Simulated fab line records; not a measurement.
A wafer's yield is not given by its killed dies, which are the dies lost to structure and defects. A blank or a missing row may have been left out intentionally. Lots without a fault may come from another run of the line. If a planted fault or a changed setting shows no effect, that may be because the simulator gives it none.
Which tool did it? || flow nandHarc || Sampling: 24 lots, 72 wafers, 3 of 1302 route steps

## WHAT THE GAUGES SHOWED, per wafer
NHARC_A_M1_OVL_MEAS_10: pitch 240 nm. Usual: overlayXNm -0.1 nm, standard deviation 0.89; overlayYNm 0.2 nm, standard deviation 0.66.
{"lot": "L074", "measured": "day 23 17:46", "on": "overlay-02", "overlayXNm (nm)": "1.0 0.5 0.8", "overlayYNm (nm)": "1.0 1.3 1.4", "flag": ""}
{"lot": "L077", "measured": "day 23 19:19", "on": "overlay-01", "overlayXNm (nm)": "-0.3 0.0 -0.1", "overlayYNm (nm)": "-0.2 -0.2 0.1", "flag": ""}
{"lot": "L075", "measured": "day 23 21:21", "on": "overlay-02", "overlayXNm (nm)": "-0.4 -0.3 -0.3", "overlayYNm (nm)": "-0.5 -0.3 -0.2", "flag": ""}
{"lot": "L076", "measured": "day 24 00:41", "on": "overlay-02", "overlayXNm (nm)": "-0.6 -0.8 -0.3", "overlayYNm (nm)": "1.5 1.2 0.4", "flag": ""}
{"lot": "L078", "measured": "day 24 21:31", "on": "overlay-01", "overlayXNm (nm)": "0.5 1.0 0.4", "overlayYNm (nm)": "-0.2 -0.3 0.4", "flag": ""}
{"lot": "L079", "measured": "day 24 23:17", "on": "overlay-02", "overlayXNm (nm)": "0.2 -0.6 0.0", "overlayYNm (nm)": "0.2 0.6 0.7", "flag": ""}
{"lot": "L080", "measured": "day 25 08:20", "on": "overlay-02", "overlayXNm (nm)": "-0.2 -0.7 -0.5", "overlayYNm (nm)": "-0.1 -0.4 -0.6", "flag": ""}
{"lot": "L081", "measured": "day 26 03:43", "on": "overlay-01", "overlayXNm (nm)": "1.2 0.7 1.0", "overlayYNm (nm)": "-0.7 -0.3 -0.7", "flag": ""}
{"lot": "L082", "measured": "day 26 09:46", "on": "overlay-01", "overlayXNm (nm)": "-0.5 -0.5 -0.6", "overlayYNm (nm)": "0.2 0.4 0.2", "flag": ""}
{"lot": "L083", "measured": "day 26 14:34", "on": "overlay-01", "overlayXNm (nm)": "1.6 1.8 1.1", "overlayYNm (nm)": "-0.1 -0.5 -0.2", "flag": ""}
{"lot": "L084", "measured": "day 26 17:44", "on": "overlay-02", "overlayXNm (nm)": "-0.5 -0.8 -0.9", "overlayYNm (nm)": "1.4 1.3 1.7", "flag": ""}
{"lot": "L086", "measured": "day 26 21:42", "on": "overlay-01", "overlayXNm (nm)": "0.7 1.0 0.6", "overlayYNm (nm)": "0.7 0.7 0.5", "flag": ""}
{"lot": "L085", "measured": "day 27 08:02", "on": "overlay-01", "overlayXNm (nm)": "2.3 1.5 1.7", "overlayYNm (nm)": "0.2 0.0 0.0", "flag": ""}
{"lot": "L087", "measured": "day 28 11:17", "on": "overlay-02", "overlayXNm (nm)": "0.3 0.0 0.3", "overlayYNm (nm)": "-0.9 -0.1 -0.2", "flag": ""}
{"lot": "L088", "measured": "day 28 15:32", "on": "overlay-02", "overlayXNm (nm)": "0.3 0.7 -0.1", "overlayYNm (nm)": "0.6 0.4 0.6", "flag": ""}
{"lot": "L089", "measured": "day 28 16:56", "on": "overlay-01", "overlayXNm (nm)": "0.4 0.4 0.0", "overlayYNm (nm)": "-0.6 -0.1 -0.5", "flag": ""}
{"lot": "L090", "measured": "day 29 22:20", "on": "overlay-01", "overlayXNm (nm)": "-2.0 -1.7 -1.7", "overlayYNm (nm)": "1.6 1.4 1.5", "flag": ""}
{"lot": "L093", "measured": "day 30 11:23", "on": "overlay-01", "overlayXNm (nm)": "-1.1 -1.4 -1.2", "overlayYNm (nm)": "-0.4 0.0 0.2", "flag": ""}
{"lot": "L092", "measured": "day 30 12:04", "on": "overlay-01", "overlayXNm (nm)": "-0.6 -0.2 -0.4", "overlayYNm (nm)": "-0.8 -0.2 0.0", "flag": ""}
{"lot": "L091", "measured": "day 30 14:53", "on": "overlay-02", "overlayXNm (nm)": "0.7 0.6 0.5", "overlayYNm (nm)": "-0.2 -0.7 -0.1", "flag": ""}
{"lot": "L094", "measured": "day 30 18:39", "on": "overlay-01", "overlayXNm (nm)": "-1.7 -1.3 -1.3", "overlayYNm (nm)": "0.1 0.6 0.0", "flag": ""}
{"lot": "L095", "measured": "day 31 20:13", "on": "overlay-01", "overlayXNm (nm)": "-0.3 -0.5 0.0", "overlayYNm (nm)": "0.8 0.7 0.4", "flag": ""}
{"lot": "L096", "measured": "day 32 03:52", "on": "overlay-01", "overlayXNm (nm)": "-0.7 -0.3 -0.5", "overlayYNm (nm)": "0.7 0.0 -0.1", "flag": ""}
{"lot": "L097", "measured": "day 32 05:22", "on": "overlay-02", "overlayXNm (nm)": "-0.6 -0.3 -0.3", "overlayYNm (nm)": "-0.2 -0.3 -0.1", "flag": ""}

NHARC_A_BONDPAD_CD_MEAS_09 targets a cd of 500 nm. Usual: 500.3 nm for cdNm, sd 1.3.
{"lot": "L074", "measured": "day 23 22:25", "on": "cdSem-01", "cdNm (nm)": "500.9 499.3 500.4", "flag": ""}
{"lot": "L077", "measured": "day 23 23:56", "on": "cdSem-01", "cdNm (nm)": "501.5 501.6 501.9", "flag": ""}
{"lot": "L075", "measured": "day 24 01:57", "on": "cdSem-03", "cdNm (nm)": "500.4 499.0 498.5", "flag": ""}
{"lot": "L076", "measured": "day 24 05:17", "on": "cdSem-01", "cdNm (nm)": "498.1 498.3 501.0", "flag": ""}
{"lot": "L078", "measured": "day 25 02:13", "on": "cdSem-03", "cdNm (nm)": "501.4 500.9 500.6", "flag": ""}
{"lot": "L079", "measured": "day 25 03:53", "on": "cdSem-01", "cdNm (nm)": "501.6 500.5 501.8", "flag": ""}
{"lot": "L080", "measured": "day 25 12:47", "on": "cdSem-01", "cdNm (nm)": "498.4 502.0 500.7", "flag": ""}
{"lot": "L081", "measured": "day 26 08:12", "on": "cdSem-03", "cdNm (nm)": "500.7 501.4 502.3", "flag": ""}
{"lot": "L082", "measured": "day 26 14:17", "on": "cdSem-01", "cdNm (nm)": "502.2 500.5 500.6", "flag": ""}
{"lot": "L083", "measured": "day 26 19:16", "on": "cdSem-02", "cdNm (nm)": "502.3 502.0 502.6", "flag": ""}
{"lot": "L084", "measured": "day 26 22:22", "on": "cdSem-02", "cdNm (nm)": "500.1 500.2 500.1", "flag": ""}
{"lot": "L086", "measured": "day 27 02:17", "on": "cdSem-01", "cdNm (nm)": "499.6 500.2 502.0", "flag": ""}
{"lot": "L085", "measured": "day 27 12:37", "on": "cdSem-01", "cdNm (nm)": "501.6 500.6 500.5", "flag": ""}
{"lot": "L087", "measured": "day 28 15:46", "on": "cdSem-01", "cdNm (nm)": "502.4 501.3 500.3", "flag": ""}
{"lot": "L088", "measured": "day 28 20:11", "on": "cdSem-01", "cdNm (nm)": "499.8 498.4 499.6", "flag": ""}
{"lot": "L089", "measured": "day 28 21:35", "on": "cdSem-03", "cdNm (nm)": "500.1 499.0 500.2", "flag": ""}
{"lot": "L090", "measured": "day 30 02:52", "on": "cdSem-01", "cdNm (nm)": "500.5 499.4 497.5", "flag": ""}
{"lot": "L093", "measured": "day 30 16:11", "on": "cdSem-02", "cdNm (nm)": "499.7 499.1 498.1", "flag": ""}
{"lot": "L092", "measured": "day 30 16:49", "on": "cdSem-01", "cdNm (nm)": "499.4 501.5 500.5", "flag": ""}
{"lot": "L091", "measured": "day 30 19:23", "on": "cdSem-02", "cdNm (nm)": "500.0 499.3 499.2", "flag": ""}
{"lot": "L094", "measured": "day 30 23:15", "on": "cdSem-02", "cdNm (nm)": "499.1 499.0 498.4", "flag": ""}
{"lot": "L095", "measured": "day 32 00:49", "on": "cdSem-02", "cdNm (nm)": "498.0 498.6 499.6", "flag": ""}
{"lot": "L096", "measured": "day 32 08:29", "on": "cdSem-01", "cdNm (nm)": "502.2 501.5 501.5", "flag": ""}
{"lot": "L097", "measured": "day 32 09:58", "on": "cdSem-02", "cdNm (nm)": "501.4 501.3 501.1", "flag": ""}

## WHAT TOOL EACH LOT RAN ON (gives the tool, then ch and the chambers of the sampled wafers, and finally the start)
{"lot": "L074", "NHARC_A_M0_ANNEAL_30": "rtpAnneal-01 ch 0, day 23 15:38"}
{"lot": "L077", "NHARC_A_M0_ANNEAL_30": "rtpAnneal-01 ch 0, day 23 17:03"}
{"lot": "L075", "NHARC_A_M0_ANNEAL_30": "rtpAnneal-02 ch 0, day 23 19:04"}
{"lot": "L076", "NHARC_A_M0_ANNEAL_30": "rtpAnneal-01 ch 0, day 23 22:34"}
{"lot": "L078", "NHARC_A_M0_ANNEAL_30": "rtpAnneal-01 ch 0, day 24 19:16"}
{"lot": "L079", "NHARC_A_M0_ANNEAL_30": "rtpAnneal-02 ch 0, day 24 21:13"}
{"lot": "L080", "NHARC_A_M0_ANNEAL_30": "rtpAnneal-02 ch 0, day 25 06:10"}
{"lot": "L081", "NHARC_A_M0_ANNEAL_30": "rtpAnneal-02 ch 0, day 25 23:52"}
{"lot": "L082", "NHARC_A_M0_ANNEAL_30": "rtpAnneal-02 ch 0, day 26 07:39"}
{"lot": "L083", "NHARC_A_M0_ANNEAL_30": "rtpAnneal-02 ch 0, day 26 12:16"}
{"lot": "L084", "NHARC_A_M0_ANNEAL_30": "rtpAnneal-01 ch 0, day 26 15:43"}
{"lot": "L086", "NHARC_A_M0_ANNEAL_30": "rtpAnneal-02 ch 0, day 26 19:27"}
{"lot": "L085", "NHARC_A_M0_ANNEAL_30": "rtpAnneal-02 ch 0, day 27 05:46"}
{"lot": "L087", "NHARC_A_M0_ANNEAL_30": "rtpAnneal-01 ch 0, day 28 09:04"}
{"lot": "L088", "NHARC_A_M0_ANNEAL_30": "rtpAnneal-01 ch 0, day 28 13:13"}
{"lot": "L089", "NHARC_A_M0_ANNEAL_30": "rtpAnneal-02 ch 0, day 28 14:38"}
{"lot": "L090", "NHARC_A_M0_ANNEAL_30": "rtpAnneal-02 ch 0, day 29 20:08"}
{"lot": "L093", "NHARC_A_M0_ANNEAL_30": "rtpAnneal-02 ch 0, day 30 08:49"}
{"lot": "L092", "NHARC_A_M0_ANNEAL_30": "rtpAnneal-01 ch 0, day 30 09:43"}
{"lot": "L091", "NHARC_A_M0_ANNEAL_30": "rtpAnneal-01 ch 0, day 30 12:35"}
{"lot": "L094", "NHARC_A_M0_ANNEAL_30": "rtpAnneal-02 ch 0, day 30 16:22"}
{"lot": "L095", "NHARC_A_M0_ANNEAL_30": "rtpAnneal-02 ch 0, day 31 17:58"}
{"lot": "L096", "NHARC_A_M0_ANNEAL_30": "rtpAnneal-01 ch 0, day 32 01:44"}
{"lot": "L097", "NHARC_A_M0_ANNEAL_30": "rtpAnneal-01 ch 0, day 32 03:04"}
- NHARC_A_M0_ANNEAL_30: time 90 s.

## WHAT THE TOOLS THEMSELVES READ (means of the sampled wafers that have a number; where no wafer has one, the mark that the record gives instead)
NHARC_A_M0_ANNEAL_30. Usual: 225.51 for wafer_temp_C_max, sd 0.2.
{"lot": "L074", "tool": "rtpAnneal-01", "wafer_temp_C_max": 225.45, "flag": ""}
{"lot": "L077", "tool": "rtpAnneal-01", "wafer_temp_C_max": 225.25, "flag": ""}
{"lot": "L075", "tool": "rtpAnneal-02", "wafer_temp_C_max": 225.96, "flag": ""}
{"lot": "L076", "tool": "rtpAnneal-01", "wafer_temp_C_max": 225.52, "flag": ""}
{"lot": "L078", "tool": "rtpAnneal-01", "wafer_temp_C_max": 225.51, "flag": ""}
{"lot": "L079", "tool": "rtpAnneal-02", "wafer_temp_C_max": 225.56, "flag": ""}
{"lot": "L080", "tool": "rtpAnneal-02", "wafer_temp_C_max": 225.76, "flag": ""}
{"lot": "L081", "tool": "rtpAnneal-02", "wafer_temp_C_max": 225.46, "flag": ""}
{"lot": "L082", "tool": "rtpAnneal-02", "wafer_temp_C_max": 225.68, "flag": ""}
{"lot": "L083", "tool": "rtpAnneal-02", "wafer_temp_C_max": 225.33, "flag": ""}
{"lot": "L084", "tool": "rtpAnneal-01", "wafer_temp_C_max": 225.45, "flag": ""}
{"lot": "L086", "tool": "rtpAnneal-02", "wafer_temp_C_max": 225.40, "flag": ""}
{"lot": "L085", "tool": "rtpAnneal-02", "wafer_temp_C_max": 225.70, "flag": ""}
{"lot": "L087", "tool": "rtpAnneal-01", "wafer_temp_C_max": 225.61, "flag": ""}
{"lot": "L088", "tool": "rtpAnneal-01", "wafer_temp_C_max": 225.45, "flag": ""}
{"lot": "L089", "tool": "rtpAnneal-02", "wafer_temp_C_max": 225.56, "flag": ""}
{"lot": "L090", "tool": "rtpAnneal-02", "wafer_temp_C_max": 225.33, "flag": ""}
{"lot": "L093", "tool": "rtpAnneal-02", "wafer_temp_C_max": 225.30, "flag": ""}
{"lot": "L092", "tool": "rtpAnneal-01", "wafer_temp_C_max": 225.25, "flag": ""}
{"lot": "L091", "tool": "rtpAnneal-01", "wafer_temp_C_max": 225.58, "flag": ""}
{"lot": "L094", "tool": "rtpAnneal-02", "wafer_temp_C_max": 225.56, "flag": ""}
{"lot": "L095", "tool": "rtpAnneal-02", "wafer_temp_C_max": 225.42, "flag": ""}
{"lot": "L096", "tool": "rtpAnneal-01", "wafer_temp_C_max": 225.50, "flag": ""}
{"lot": "L097", "tool": "rtpAnneal-01", "wafer_temp_C_max": 225.40, "flag": ""}

## THE ANSWER, worked out from the rows above alone
Rule: lot off if the mean of its wafers having a number is beyond 3 standard deviations from the usual mean. Also off: a lot with no number at a reading for which 4 or more lots have one. The other lots that the step has rows for count as sound. After the gauges, taken in route order, come the tools' own readings; for these a lot's mean is taken, as printed above. At the first step where some lot is off, the reading lying furthest off is the one used; lots without a number count as furthest.
None of the lots is off at any reading shown; this tells nothing.

## WHAT HAD BEEN PUT IN BY THE SIMULATOR
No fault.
